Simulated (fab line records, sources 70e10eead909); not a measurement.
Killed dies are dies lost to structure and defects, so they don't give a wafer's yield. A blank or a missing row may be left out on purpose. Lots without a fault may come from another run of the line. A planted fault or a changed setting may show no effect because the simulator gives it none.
fab line records | flow nand_harc
record lots=11 wafers=33 last_day=33
route steps=1302 shown A_CHANNEL_HOLE_D2@589 A_CHANNEL_FILL_D2@621
lots that met no fault: from a run of the same line without faults
start_h: hours from the record's first day to the start of the lot's first wafer shown | wait_h: hours since the lot's step before | " the same as in the row above | L1.1+2: a row that stands for several wafers | - no value, or no start given | * or withheld: withheld | < > ~ a bound
route shown NAME@n: a module of which the file shows steps, and the number in the route of the first | usual: mean/standard deviation of fault-free wafers | same: alike in all rows | chamber/n: place in a boat | sites: the reading at each site | _std_site: their standard deviation | _edge_site: outer sites' mean less inner sites' | radius_mm: how far each site lies from the wafer's centre | mask NAME#n: copy n | behind: the tool/chamber that last shaped the wafer | hold: why the lot was held/for how many hours/how that ended | device: the transistor (n, p or np) that didn't switch | end of line: the same wafers' tests at the end of the route | a step without rows: its recipe alone | killed: dies lost to structure and defects at the first sort, not the wafer's yield | map: a wafer's dies, x killed, . not, _ none there
set.NAME: the setting as run; set.NAME@STEP: as run at that earlier step | model.NAME: the simulator's own value behind a step, which no gauge read
steps of the route over a sample of lots; a table a step, a row a wafer
services: from which hour (start_h, from the record's first day; less than 0 if before it) a tool's chamber was out of use, for how many hours, and why
## steps
# step NHARC_A_CHANNEL_HOLE_D2_ETCH_16
# recipe target_depth_a=31000 over_etch_frac=0.3 time_s=806 ion_energy_ev=150 o2_flow_sccm=400 cos_flow_sccm=20 ar_flow_sccm=0 rf_w=500 bias_w=300 chemistry=O2/COS
# usual chamber_pressure_mTorr=19.998/0.018 cos_flow_sccm=20.00/0.059 drypump_motor_current_A=5.9/0.52 oes_product_au=1.002/0.014 rf_vpp_V=314.2/1.6 showerhead_plenum_p_Torr=3.12/0.093 throttle_valve_pct=28.330/0.009
# columns lot.wafer tool chamber start_h wait_h chamber_pressure_mTorr cos_flow_sccm drypump_motor_current_A oes_product_au rf_hours_counter_h rf_vpp_V showerhead_plenum_p_Torr throttle_valve_pct
L987.2 rie_diel-09 2 - - 19.988 20.09 5.8 1.022 7 313.6 3.10 28.324
L987.4 " 2 " " 20.035 20.06 5.8 1.014 - 313.0 3.10 28.351
L987.6 " 0 " " 19.992 20.03 5.5 1.017 - 313.2 3.02 28.337
L988.6 rie_diel-10 2 - - 20.013 19.98 6.7 1.009 - 314.0 3.06 28.322
L988.5 " 0 " " 20.006 20.02 6.5 1.007 - 315.2 3.27 28.325
L988.4 " 1 " " 20.013 19.93 5.9 0.996 - 312.3 3.06 28.344
L989.1 rie_diel-12 0 327.55 0.1 19.986 20.05 6.7 0.982 2 312.6 3.02 28.338
L989.6 " 0 " " 19.977 20.07 6.7 0.990 - 313.7 3.02 28.324
L989.5 " 1 " " 20.003 20.03 5.1 0.987 - 309.9 2.97 28.336
L991.1 rie_diel-09 2 - - 19.989 20.01 5.8 1.018 1 314.7 3.10 28.330
L991.3 " 0 " " 19.997 20.01 5.5 1.005 1 314.3 3.02 28.326
L991.5 " 3 " " 20.002 19.96 5.5 1.018 - 316.3 3.22 28.315
L995.3 rie_diel-12 3 - - 19.981 19.88 5.3 0.994 3 317.1 3.27 28.328
L995.2 " 1 " " 20.009 19.99 5.0 0.985 4 312.3 2.97 28.339
L995.6 " 3 " " 20.007 20.13 5.2 0.995 - 315.8 3.27 28.319
L997.3 rie_diel-09 3 - - 20.033 20.09 5.5 1.018 6 314.9 3.22 28.336
L997.2 " 1 " " 20.024 20.01 5.4 1.041 0 315.5 3.17 28.332
L997.6 " 2 " " 19.996 20.07 5.8 1.034 - 313.2 3.10 28.329
L999.1 rie_diel-09 3 - - 20.018 20.03 5.5 1.008 7 316.5 3.22 28.333
L999.5 " 3 " " 19.998 20.02 5.5 1.014 - 316.5 3.22 28.325
L999.6 " 0 " " 20.016 20.13 5.5 1.022 - 311.3 3.01 28.332
L101.4 rie_diel-10 1 - - 20.042 19.97 5.9 1.005 1 313.2 3.05 28.325
L101.2 " 0 " " 19.986 20.06 6.4 1.005 1 316.4 3.26 28.331
L101.5 " 1 " " 19.982 19.99 5.9 0.999 - 311.8 3.05 28.341
L106.2 rie_diel-10 2 - - 19.976 19.96 6.7 1.000 3 314.3 3.06 28.334
L106.3 " 0 " " 19.986 19.95 6.4 0.998 4 314.7 3.26 28.329
L106.5 " 0 " " 20.062 19.86 6.4 1.000 - 314.3 3.26 28.333
L107.3 rie_diel-10 2 - - 19.969 19.97 6.7 0.992 4 312.3 3.06 28.331
L107.4 " 3 " " 19.986 20.01 6.1 0.989 3 313.7 3.13 28.332
L107.5 " 2 " " 19.998 19.98 6.7 1.004 - 314.0 3.06 28.335
L108.2 rie_diel-10 3 - - 19.967 19.96 6.1 0.978 4 314.8 3.13 28.336
L108.3 " 1 " " 19.994 19.96 5.9 0.999 6 312.7 3.05 28.328
L108.5 " 3 " " 20.006 19.98 6.1 0.984 - 313.1 3.13 28.330
# step NHARC_A_CHANNEL_HOLE_D2_ETCH_22
# recipe bias_v=3000 source_w=withheld pressure_mtorr=20 time_s=666.7 ar_flow_sccm=375 c4f8_flow_sccm=89.3 o2_flow_sccm=35.7 temp_c=-20 target_depth_a=16000 chemistry=C4F8/O2/Ar
# usual chamber_pressure_mTorr=20.001/0.017 drypump_motor_current_A=5.5/0.34 showerhead_plenum_p_Torr=3.69/0.11 throttle_valve_pct=32.154/0.0095
# columns lot.wafer tool chamber start_h wait_h chamber_pressure_mTorr drypump_motor_current_A rf_hours_counter_h showerhead_plenum_p_Torr throttle_valve_pct
L987.2 har_etch-01 1 292.13 0.4 19.993 5.7 145 3.70 32.161
L987.4 " 0 " " 20.000 5.5 - 3.70 32.159
L987.6 " 1 " " 19.982 5.7 - 3.71 32.137
L988.4 har_etch-02 0 306.57 0.4 20.029 5.8 - 3.72 32.152
L988.5 " 1 " " 19.969 4.9 - 3.49 32.149
L988.6 " 0 " " 20.002 5.8 - 3.72 32.148
L989.1 har_etch-02 0 330.28 0.7 20.004 5.8 384 3.72 32.148
L989.5 " 0 " " 20.012 5.8 - 3.72 32.133
L989.6 " 0 " " 19.991 5.8 - 3.72 32.165
L991.1 har_etch-01 0 351.05 0.4 20.016 5.5 187 3.68 32.156
L991.3 " 0 " " 19.981 5.5 - 3.68 32.168
L991.5 " 0 " " 20.011 5.5 - 3.68 32.176
L995.2 har_etch-01 1 389.64 0.4 19.994 5.8 210 3.67 32.156
L995.3 " 0 " " 20.017 5.5 - 3.67 32.155
L995.6 " 0 " " 20.003 5.5 - 3.67 32.145
L997.2 har_etch-01 0 407.45 0.4 20.011 5.5 225 3.66 32.153
L997.3 " 0 " " 20.008 5.4 - 3.66 32.158
L997.6 " 0 " " 19.964 5.5 - 3.66 32.159
L999.1 har_etch-01 1 417.55 0.4 19.998 5.7 233 3.66 32.139
L999.5 " 1 " " 19.996 5.8 - 3.66 32.165
L999.6 " 0 " " 20.011 5.4 - 3.66 32.142
L101.2 har_etch-02 0 442.25 0.4 20.022 5.8 24 3.69 32.163
L101.4 " 0 " " 20.025 5.8 - 3.69 32.154
L101.5 " 0 " " 19.978 5.8 - 3.69 32.162
L106.2 har_etch-02 0 497.86 0.4 20.000 5.7 54 3.67 32.163
L106.3 " 0 " " 19.995 5.8 - 3.67 32.166
L106.5 " 0 " " 19.990 5.8 - 3.67 32.166
L107.3 har_etch-01 1 516.06 0.4 20.005 5.8 - 3.63 32.143
L107.4 " 0 " " 19.975 5.4 - 3.63 32.167
L107.5 " 0 " " 19.982 5.5 - 3.63 32.143
L108.2 har_etch-02 1 518.58 0.4 19.972 4.9 66 3.90 32.173
L108.3 " 1 " " 20.005 4.9 - 3.90 32.166
L108.5 " 0 " " 20.016 5.8 - 3.66 32.147
# step NHARC_A_CHANNEL_FILL_D2_STRIP_28
# recipe time_s=20 o2_flow_sccm=500 ar_flow_sccm=0 bias_w=0 chemistry=O2
# usual chamber_pressure_mTorr=60.00/0.05 drypump_motor_current_A=5.66/0.23 oes_product_au=0.998/0.013 rf_vpp_V=57.9/0.97 showerhead_plenum_p_Torr=3.53/0.14 throttle_valve_pct=17.036/0.0086
# columns lot.wafer tool chamber start_h wait_h chamber_pressure_mTorr drypump_motor_current_A oes_product_au rf_hours_counter_h rf_vpp_V showerhead_plenum_p_Torr throttle_valve_pct
L987.2 rie_diel-05 1 319.05 0.1 59.91 5.74 0.992 1.9 56.6 3.47 17.042
L987.4 " 1 " " 60.07 5.71 0.988 - 59.7 3.47 17.036
L987.6 " 2 " " 60.01 5.52 0.972 - 58.3 3.76 17.039
L988.4 rie_diel-05 1 338.82 0.1 60.01 5.74 0.990 2.6 57.0 3.47 17.029
L988.5 " 0 " " 59.91 5.47 0.994 - 57.0 3.33 17.038
L988.6 " 1 " " 59.90 5.73 0.993 - 57.0 3.47 17.042
L989.1 rie_diel-03 2 362.40 0.1 60.00 5.55 1.005 2.5 58.0 3.43 17.041
L989.6 " 1 " " 60.03 5.52 1.004 - 57.5 3.42 17.041
L989.5 " 2 " " 60.02 5.56 1.008 - 58.6 3.43 17.036
L991.3 rie_diel-05 0 382.64 0.1 60.05 5.59 0.997 2.7 55.6 3.33 17.039
L991.1 " 1 " " 59.95 5.73 0.989 4.1 59.0 3.47 17.043
L991.5 " 0 " " 59.99 5.57 1.000 - 56.5 3.33 17.049
L995.3 rie_diel-03 1 422.31 0.1 59.94 5.51 1.000 3.9 57.5 3.42 17.027
L995.2 " 2 " " 59.97 5.55 1.016 3.9 57.6 3.43 17.051
L995.6 " 1 " " 60.03 5.51 0.990 - 56.3 3.42 17.050
L997.3 rie_diel-03 2 436.80 0.1 59.97 5.55 1.009 4.2 57.4 3.43 17.047
L997.2 " 3 " " 59.88 5.64 1.001 4.0 56.9 3.57 17.024
L997.6 " 0 " " 60.00 5.76 0.986 - 58.8 3.70 17.038
L999.1 rie_diel-03 3 446.50 0.1 60.05 5.65 0.998 4.2 59.5 3.57 17.026
L999.5 " 3 " " 60.02 5.61 1.002 - 58.0 3.57 17.034
L999.6 " 0 " " 59.96 5.80 0.981 - 57.6 3.70 17.045
L101.2 rie_diel-05 2 471.33 0.1 60.02 5.52 0.992 2.3 58.3 3.75 17.031
L101.4 " 3 " " 59.94 5.82 1.007 2.1 59.1 3.61 17.028
L101.5 " 2 " " 59.98 5.53 0.992 - 58.9 3.75 17.023
L106.2 rie_diel-03 0 528.42 0.1 59.97 5.77 0.990 1.3 57.9 3.70 17.034
L106.3 " 1 " " 59.96 5.51 0.984 1.4 56.7 3.42 17.038
L106.5 " 0 " " 60.02 5.74 0.988 - 57.9 3.70 17.042
L107.4 rie_diel-05 2 545.52 0.1 60.05 5.53 0.988 4.6 56.9 3.75 17.033
L107.3 " 0 " " 60.01 5.56 1.003 3.6 56.7 3.32 17.028
L107.5 " 2 " " 60.10 5.53 0.999 - 58.5 3.75 17.042
L108.2 rie_diel-07 3 545.53 0.1 60.06 5.42 1.012 13.1 58.8 3.52 17.006
L108.3 " 0 " " 59.97 5.75 0.989 12.8 57.4 3.42 17.019
L108.5 " 1 " " 59.94 4.93 0.982 - 58.8 3.44 17.037
# step NHARC_A_CHANNEL_FILL_D2_ETCHBACK_08
# recipe target_depth_a=2200 time_s=110 c4f8_flow_sccm=20 ar_flow_sccm=withheld rf_w=600 bias_w=300 chemistry=C4F8
# usual chamber_pressure_mTorr=25.002/0.022 oes_product_au=0.97/0.035 rf_vpp_V=441.0/2.5 run_length_s=131.2/0.4
# columns lot.wafer tool chamber start_h wait_h chamber_pressure_mTorr oes_product_au rf_hours_counter_h rf_vpp_V run_length_s
L987.2 rie_diel-07 3 340.03 - 24.997 0.98 4 441.0 131.1
L987.4 " 2 " " 24.985 0.99 7 444.7 131.4
L987.6 " 0 " " 24.993 1.00 - 439.8 132.2
L988.4 rie_diel-03 1 359.44 - 24.987 1.01 2 439.3 131.1
L988.6 " 2 " " 24.982 1.02 - 439.2 130.6
L988.5 " 3 " " 25.017 1.00 - 441.4 131.1
L989.1 rie_diel-05 3 379.97 - 24.999 1.01 3 441.5 131.4
L989.6 " 2 " " 25.012 0.99 - 444.5 131.4
L989.5 " 3 " " 25.015 1.01 - 442.5 131.3
L991.1 rie_diel-03 0 399.80 - 24.969 0.95 3 443.1 130.8
L991.3 " 1 " " 24.986 0.97 3 438.1 131.3
L991.5 " 2 " " 24.997 0.96 - 438.3 130.8
L995.3 rie_diel-05 2 440.26 - 24.984 0.92 1 445.4 131.2
L995.2 " 0 " " 25.002 0.93 1 437.7 131.7
L995.6 " 3 " " 25.031 0.92 - 442.9 131.2
L997.3 rie_diel-05 3 453.71 - 24.995 1.00 1 443.0 192.3
L997.2 " 1 " " 24.999 1.00 1 439.0 130.7
L997.6 " 3 " " 25.011 1.01 - 442.1 131.0
L999.1 rie_diel-05 2 463.92 - 24.990 1.00 2 444.6 131.6
L999.6 " 0 " " 24.995 1.02 - 438.2 132.1
L999.5 " 1 " " 24.997 1.00 - 438.4 191.7
L101.4 rie_diel-03 2 489.08 - 25.023 1.00 0 438.5 130.7
L101.2 " 0 " " 25.019 0.99 1 445.2 131.2
L101.5 " 3 " " 25.015 0.99 - 441.2 131.0
L106.3 rie_diel-03 2 545.62 - 24.986 0.95 2 441.4 131.1
L106.2 " 3 " " 24.994 0.92 2 440.9 130.9
L106.5 " 2 " " 24.997 0.95 - 440.1 130.7
L108.3 rie_diel-05 2 563.77 - 25.017 0.94 5 445.3 131.6
L108.2 " 3 " " 25.007 0.94 5 442.0 131.6
L108.5 " 3 " " 24.985 0.94 - 443.1 131.1
L107.4 rie_diel-03 2 565.02 - 24.961 1.03 3 439.0 131.1
L107.3 " 0 " " 25.022 0.99 3 444.5 130.8
L107.5 " 2 " " 25.011 1.02 - 438.7 130.6
## services
# columns tool chamber start_h hours kind
rie_diel-09 1 284.03 110.2 repair
rie_diel-05 3 284.47 48.8 repair
rie_diel-03 - 285.54 9.0 pm
rie_diel-10 3 298.93 6.9 repair
rie_diel-09 2 305.36 10.9 repair
rie_diel-10 0 305.69 9.4 repair
rie_diel-05 - 306.84 1.1 repair
rie_diel-09 - 320.36 9.0 pm
rie_diel-05 1 325.53 5.7 repair
rie_diel-10 3 347.19 7.3 repair
rie_diel-05 0 355.17 22.5 repair
rie_diel-10 1 378.51 8.1 repair
rie_diel-10 0 385.97 4.7 repair
har_etch-02 - 390.19 17.0 pm
rie_diel-05 2 403.26 12.0 repair
rie_diel-05 - 406.73 9.0 pm
rie_diel-10 - 419.50 9.0 pm
rie_diel-05 1 419.70 14.8 repair
rie_diel-10 2 447.48 16.9 repair
rie_diel-05 0 453.27 9.0 repair
rie_diel-03 - 462.54 9.0 pm
rie_diel-10 3 488.99 10.4 repair
rie_diel-05 3 502.54 7.1 repair
rie_diel-03 - 543.87 0.6 repair
## key
first_sign step=NHARC_A_CHANNEL_FILL_D2_ETCHBACK_08 reading=run_length_s direction=up sigmas=99+ usual=* struck=*
effect none on later readings
met_at NHARC_A_CHANNEL_FILL_D2_ETCHBACK_08
struck_lots L997,L999
struck_wafers L997.3,L999.5
tester_left_out L997,L999
not_acting_at NHARC_A_CHANNEL_HOLE_D2_ETCH_16,NHARC_A_CHANNEL_HOLE_D2_ETCH_22,NHARC_A_CHANNEL_FILL_D2_STRIP_28
onset_between 440.26 453.71
fault kind=process_parameter_drift tool=rie_diel-05 chamber=- onset_h=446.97 steps=NHARC_A_CHANNEL_FILL_D2_ETCHBACK_08 channel=time_s offset=* shape=step end_h=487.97 scope=struck_wafers_only acts_in=* stated=*
# tester_left_out: of these lots the tester's yield and bins aren't shown, on N5 and GAA mostly nor the transistor test; their killed dies are dies lost to structure and defects alone, not to doping, threshold or leakage, so they don't give the yield
